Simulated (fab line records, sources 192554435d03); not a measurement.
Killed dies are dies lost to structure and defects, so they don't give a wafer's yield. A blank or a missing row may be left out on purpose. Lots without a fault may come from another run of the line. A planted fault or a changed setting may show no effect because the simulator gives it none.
Split-lot experiment | flow n5_finfet | 7 lots, 39 wafers read, on a route of 1938 steps

THE SPLIT
At N5_BEOL_M4_VIA_ETCH_34 (etches the open film in C4F6/O2, target depth 69.4 nm, time 65.9 s), the setting target_depth_a was moved away from the recipe's 694 angstrom on 12 of the 39 wafers read, by -21.7% to +51.4%. The other wafers ran this setting at the recipe's value.

The reading is taken at the split's own step.

THE READING
SOC_of_BEOL_M4_COAT_67.thk_nm (the simulator's own value, which no gauge read), in nm, at N5_BEOL_M4_VIA_ETCH_34 (etches the open film in C4F6/O2, target depth 69.4 nm, time 65.9 s). The file gives no usual value for it. The 27 wafers here that ran the recipe average 52.0 nm, standard deviation 0.24 nm.

wafer  | tool, chamber at the split | target_depth_a as run, angstrom | against the recipe | SOC_of_BEOL_M4_COAT_67.thk_nm, nm | against lot-mates on the recipe
L083.1 | rie_diel-02, 2             | 694                             | recipe             | 51.6                              | -
L083.2 | rie_diel-02, 3             | 694                             | recipe             | 52                                | -
L083.3 | rie_diel-02, 1             | 1043                            | +50.3%             | 47.4                              | -4.3
L083.4 | rie_diel-02, 0             | 694                             | recipe             | 51.6                              | -
L083.5 | rie_diel-02, 2             | 1043                            | +50.3%             | 47.8                              | -3.9
L083.6 | rie_diel-02, 3             | 1043                            | +50.3%             | 48                                | -3.7
L084.1 | rie_diel-05, 2             | 694                             | recipe             | 51.6                              | -
L084.2 | rie_diel-05, 0             | 694                             | recipe             | 52                                | -
L084.3 | rie_diel-05, 3             | 946.6                           | +36.4%             | 49.2                              | -2.7
L084.4 | rie_diel-05, 1             | 946.6                           | +36.4%             | 48.8                              | -3.1
L084.5 | rie_diel-05, 0             | 694                             | recipe             | 52                                | -
L084.6 | rie_diel-05, 1             | 946.6                           | +36.4%             | 48.8                              | -3.1
L085.1 | rie_diel-04, 2             | 694                             | recipe             | 51.8                              | -
L085.4 | rie_diel-04, 3             | 694                             | recipe             | 52                                | -
L085.6 | rie_diel-04, 3             | 694                             | recipe             | 51.8                              | -
L086.1 | rie_diel-04, 1             | 694                             | recipe             | 52                                | -
L086.2 | rie_diel-04, 2             | 694                             | recipe             | 51.8                              | -
L086.3 | rie_diel-04, 0             | 694                             | recipe             | 51.6                              | -
L086.4 | rie_diel-04, 3             | 694                             | recipe             | 51.8                              | -
L086.5 | rie_diel-04, 0             | 694                             | recipe             | 51.6                              | -
L086.6 | rie_diel-04, 1             | 694                             | recipe             | 52                                | -
L095.1 | rie_diel-02, 3             | 694                             | recipe             | 52.4                              | -
L095.2 | rie_diel-02, 2             | 694                             | recipe             | 52.2                              | -
L095.3 | rie_diel-02, 1             | 694                             | recipe             | 52.2                              | -
L095.4 | rie_diel-02, 0             | 694                             | recipe             | 52.2                              | -
L095.5 | rie_diel-02, 2             | 694                             | recipe             | 52.2                              | -
L095.6 | rie_diel-02, 1             | 694                             | recipe             | 52.2                              | -
L091.1 | rie_diel-02, 3             | 1051                            | +51.4%             | 48                                | -4.1
L091.2 | rie_diel-02, 1             | 694                             | recipe             | 52                                | -
L091.3 | rie_diel-02, 2             | 694                             | recipe             | 52                                | -
L091.4 | rie_diel-02, 3             | 1051                            | +51.4%             | 48                                | -4.1
L091.5 | rie_diel-02, 1             | 1051                            | +51.4%             | 47.8                              | -4.3
L091.6 | rie_diel-02, 2             | 694                             | recipe             | 52.4                              | -
L089.1 | rie_diel-04, 1             | 543.3                           | -21.7%             | 53.8                              | +1.9
L089.2 | rie_diel-04, 0             | 543.3                           | -21.7%             | 53.6                              | +1.7
L089.3 | rie_diel-04, 2             | 694                             | recipe             | 51.8                              | -
L089.4 | rie_diel-04, 0             | 694                             | recipe             | 51.8                              | -
L089.5 | rie_diel-04, 2             | 543.3                           | -21.7%             | 53.6                              | +1.7
L089.6 | rie_diel-04, 1             | 694                             | recipe             | 52.2                              | -

THE FIT
A straight line over all 39 wafers: SOC_of_BEOL_M4_COAT_67.thk_nm changes by -0.0811 nm for each +1% of target_depth_a; r = -0.99; the points scatter about the line by 0.23 nm.
The same after taking each lot's own level away (the mean of its wafers on the recipe; 39 wafers): -0.0805 nm for each +1%; r = -1.00; scatter 0.17 nm.
On that fit, the largest move of target_depth_a shifts the reading by 4.1 nm.
The lots' own levels span 51.73 to 52.23 nm, that is 2.1 times the standard deviation above.
So the lot-to-lot level changes the slope little: the two slopes agree.
Check: with one of the wafers moved furthest among these (+51.4%) left out of the fit, the line predicts -4.15 nm for it against its lot-mates. It came out at -4.13 nm against them.

OTHER SPLITS ON THESE WAFERS
These wafers also went through other splits before the reading. Each is held against what the fit with the lots' levels taken away leaves over:
other split on the same wafers     | wafers away from the commonest value | r with SOC_of_BEOL_M4_COAT_67.thk_nm (lot level and that fit taken away)
N5_DUMMY_GATE_DESCUM_20 time_s     | 15                                   | +0.17
N5_GATE_CUT_ETCH_56 target_depth_a | 9                                    | -0.20

THE WHOLE CHAIN: every reading that the file lists as answering this split, in the file's order
step                   | what it does                                                       | reading                                                                        | change (the file's fit)                | r (the file's)
N5_BEOL_M4_VIA_ETCH_34 | etches the open film in C4F6/O2, target depth 69.4 nm, time 65.9 s | etch.depth_nm (the simulator's own value, which no gauge read)                 | +0.677 nm for each +1% of the setting  | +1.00
N5_BEOL_M4_VIA_ETCH_34 | etches the open film in C4F6/O2, target depth 69.4 nm, time 65.9 s | SOC_of_BEOL_M4_COAT_67.thk_nm (the simulator's own value, which no gauge read) | -0.0806 nm for each +1% of the setting | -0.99

THE FILE'S OWN FIT
SOC_of_BEOL_M4_COAT_67.thk_nm changes by -0.0806 nm for each +1% of target_depth_a, r = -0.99.
